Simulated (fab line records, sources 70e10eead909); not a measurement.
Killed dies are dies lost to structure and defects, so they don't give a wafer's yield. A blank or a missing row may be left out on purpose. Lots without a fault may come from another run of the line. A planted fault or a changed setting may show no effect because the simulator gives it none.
Which tool did it? | flow nand_harc | 12 lots, 36 wafers sampled, at 5 steps of a route of 1302

WHAT THE GAUGES READ, wafer by wafer
NHARC_A_CHANNEL_HOLE_D1_INSPECT_40.
lot  | measured     | on                | raw_defect_count
L952 | day 9 23:23  | defect_inspect-01 | 98 101 85
L954 | day 10 18:54 | defect_inspect-02 | 93 105 77
L957 | day 11 07:52 | defect_inspect-02 | 58 52 81
L956 | day 11 08:18 | defect_inspect-01 | 114 88 93
L958 | day 12 03:41 | defect_inspect-01 | 74 88 84
L962 | day 13 20:40 | defect_inspect-01 | 32 82 39
L966 | day 15 20:15 | defect_inspect-02 | 38 42 48
L967 | day 16 00:28 | defect_inspect-01 | 37 38 42
L971 | day 17 11:19 | defect_inspect-02 | 52 109 59
L970 | day 17 15:28 | defect_inspect-01 | 66 59 74
L972 | day 17 20:34 | defect_inspect-02 | 41 49 36
L973 | day 18 17:55 | defect_inspect-02 | 73 103 90

NHARC_END_SORT_01.
lot  | measured     | on        | killed_at_array | killed_at_other | killed_at_periphery | killed_dies | killed_open | killed_short
L962 | day 29 12:07 | prober-01 | 37 44 40        | 0 0 0           | 0 1 1               | 37 45 41    | 3 1 2       | 3 4 2
L967 | day 31 12:59 | prober-02 | 35 34 27        | 0 1 1           | 2 3 1               | 37 38 29    | 5 0 2       | 1 2 0

WHICH TOOL RAN EACH LOT (tool, then ch and the chambers of the sampled wafers, then the start)
lot  | NHARC_A_CHANNEL_FILL_D1_ALD_25   | NHARC_A_CHANNEL_FILL_D1_ETCHBACK_08           | NHARC_A_DECK1_JOINT_ETCHBACK_00
L952 | ald_hk-01 ch 0,2, day 11 14:15   | rie_diel-04 ch 0,2,3, day 12 12:30 or earlier | rie_si-03 ch 1,2,3, day 12 12:30
L954 | ald_hk-03 ch 0,1,2, day 12 10:22 | rie_diel-06 ch 0,1,2, day 13 06:59 or earlier | rie_si-01 ch 0,3, day 13 06:59
L957 | ald_hk-03 ch 0,1,3, day 12 21:39 | rie_diel-06 ch 2,3, day 13 19:28 or earlier   | rie_si-03 ch 2,3, day 13 19:28
L956 | ald_hk-02 ch 0,2, day 12 21:04   | rie_diel-01 ch 1,2,3, day 13 19:27 or earlier | rie_si-01 ch 0,1,2, day 13 19:27
L958 | ald_hk-02 ch 0,1,3, day 13 16:47 | rie_diel-01 ch 0,1,2, day 14 14:27 or earlier | rie_si-05 ch 0,1,2, day 14 14:27
L962 | ald_hk-03 ch 0,2,3, day 15 10:23 | rie_diel-04 ch 0,3, day 16 07:26 or earlier   | rie_si-01 ch 0,1,2, day 16 07:26
L966 | ald_hk-02 ch 1,2, day 17 12:11   | rie_diel-01 ch 0,2,3, day 18 10:36 or earlier | rie_si-03 ch 0,1,2, day 18 10:36
L967 | ald_hk-01 ch 0,3, day 17 12:56   | rie_diel-06 ch 0,1, day 18 10:35 or earlier   | rie_si-01 ch 0,1,3, day 18 10:35
L971 | ald_hk-01 ch 2,3, day 19 00:20   | rie_diel-01 ch 0,1, day 19 22:15 or earlier   | rie_si-03 ch 1,2,3, day 19 22:15
L970 | ald_hk-01 ch 0,2,3, day 19 05:47 | rie_diel-06 ch 0,1,3, day 20 04:05 or earlier | rie_si-03 ch 1,2,3, day 20 04:05
L972 | ald_hk-03 ch 0,2, day 19 11:50   | rie_diel-04 ch 0,1,3, day 20 10:07 or earlier | rie_si-05 ch 0,2,3, day 20 10:07
L973 | ald_hk-02 ch 1,3, day 20 06:44   | rie_diel-04 ch 1,2,3, day 21 04:34 or earlier | rie_si-01 ch 0,1,3, day 21 04:34
- NHARC_A_CHANNEL_FILL_D1_ALD_25: deposits SiOx, target thk 60 nm, pulse time 10 s, ald cycles 600.
- NHARC_A_CHANNEL_FILL_D1_ETCHBACK_08: etches the open film in C4F8, target depth 220 nm, time 110 s.
- NHARC_A_DECK1_JOINT_ETCHBACK_00: etches the open film in HBr, target depth 30 nm, time 17.4 s.

WHAT THE TOOLS THEMSELVES READ (means of the sampled wafers that have a number; where no wafer has one, the mark that the record gives instead)
NHARC_A_CHANNEL_FILL_D1_ALD_25.
lot  | tool      | heater_power_outer_w (W) | heater_power_w (W) | precursor_pulse_height_rel
L952 | ald_hk-01 | 225                      | 430                | 0.997
L954 | ald_hk-03 | 266                      | 478                | 1.002
L957 | ald_hk-03 | 256                      | 448                | 0.985
L956 | ald_hk-02 | 264                      | 491                | 0.991
L958 | ald_hk-02 | 236                      | 436                | 0.989
L962 | ald_hk-03 | 263                      | 486                | 1.005
L966 | ald_hk-02 | 234                      | 459                | 0.984
L967 | ald_hk-01 | 282                      | 490                | 0.990
L971 | ald_hk-01 | 268                      | 467                | 0.991
L970 | ald_hk-01 | 245                      | 461                | 1.014
L972 | ald_hk-03 | 263                      | 480                | 0.993
L973 | ald_hk-02 | 232                      | 432                | 1.015

NHARC_A_CHANNEL_FILL_D1_ETCHBACK_08.
lot  | tool        | oes_product_au (a.u.) | rf_vpp_V (V) | run_length_s (s)
L952 | rie_diel-04 | 0.99                  | 441.3        | 131.3
L954 | rie_diel-06 | 0.93                  | 441.5        | 130.9
L957 | rie_diel-06 | 0.92                  | 439.7        | 131.7
L956 | rie_diel-01 | 0.95                  | 440.4        | 130.9
L958 | rie_diel-01 | 0.99                  | 439.9        | 131.0
L962 | rie_diel-04 | 0.92                  | 441.1        | 131.3
L966 | rie_diel-01 | 1.01                  | 439.3        | 131.0
L967 | rie_diel-06 | 1.01                  | 443.0        | 131.0
L971 | rie_diel-01 | 1.01                  | 441.6        | 131.1
L970 | rie_diel-06 | 0.93                  | 442.7        | 131.8
L972 | rie_diel-04 | 0.93                  | 440.3        | 131.1
L973 | rie_diel-04 | 0.95                  | 441.0        | 130.7

NHARC_A_DECK1_JOINT_ETCHBACK_00.
lot  | tool      | drypump_motor_current_A (A) | oes_product_au (a.u.) | run_length_s (s) | throttle_valve_pct (%)
L952 | rie_si-03 | 5.1                         | 1.002                 | 39.2             | 23.273
L954 | rie_si-01 | 6.1                         | 0.997                 | 38.6             | 23.264
L957 | rie_si-03 | 5.4                         | 1.005                 | 38.9             | 23.267
L956 | rie_si-01 | 5.7                         | 0.987                 | 38.4             | 23.263
L958 | rie_si-05 | 5.6                         | 1.001                 | 38.5             | 23.268
L962 | rie_si-01 | 5.7                         | 0.987                 | 38.6             | 23.274
L966 | rie_si-03 | 5.4                         | 0.999                 | 38.8             | 23.273
L967 | rie_si-01 | 5.6                         | 0.998                 | 34.6             | 23.259
L971 | rie_si-03 | 5.1                         | 1.002                 | 38.9             | 23.255
L970 | rie_si-03 | 5.1                         | 0.995                 | 39.1             | 23.269
L972 | rie_si-05 | 6.0                         | 1.007                 | 38.6             | 23.271
L973 | rie_si-01 | 5.6                         | 0.993                 | 38.5             | 23.264

THE ANSWER, worked out from the rows above alone
Rule: what is usual is taken from the lots themselves. Put in order of their means at a reading, lots are off if they are a third of the lots or fewer, leave a main group of 4 or more, and stand apart from it by a gap of 3 or more times the standard deviation of the main group's means; of several such gaps the widest counts. A main group whose means are all the same, to the digits that the tables above print for the reading, isn't used. A lot without any number at a reading at which 4 lots or more have one is off too. The other lots that the step has rows for count as sound. The gauges are gone through in route order, then the tools' own readings, and for those a lot's mean is taken as printed above. The first step at which some lot is off is used, and at that step the reading that is off furthest; a lot without a number counts as furthest.
Off: L967, at NHARC_A_DECK1_JOINT_ETCHBACK_00 (run_length_s). The main group: mean 38.7 s, standard deviation 0.25.
A tool fits if, at that step or a process step before it, it ran every lot that is off, and no sound lot after the first of them. NHARC_A_CHANNEL_FILL_D1_ETCHBACK_08 gives no start for some lots, so the hours and the order of its lots are those of NHARC_A_DECK1_JOINT_ETCHBACK_00. None of those tried fits.

WHAT THE SIMULATOR HAD PUT IN
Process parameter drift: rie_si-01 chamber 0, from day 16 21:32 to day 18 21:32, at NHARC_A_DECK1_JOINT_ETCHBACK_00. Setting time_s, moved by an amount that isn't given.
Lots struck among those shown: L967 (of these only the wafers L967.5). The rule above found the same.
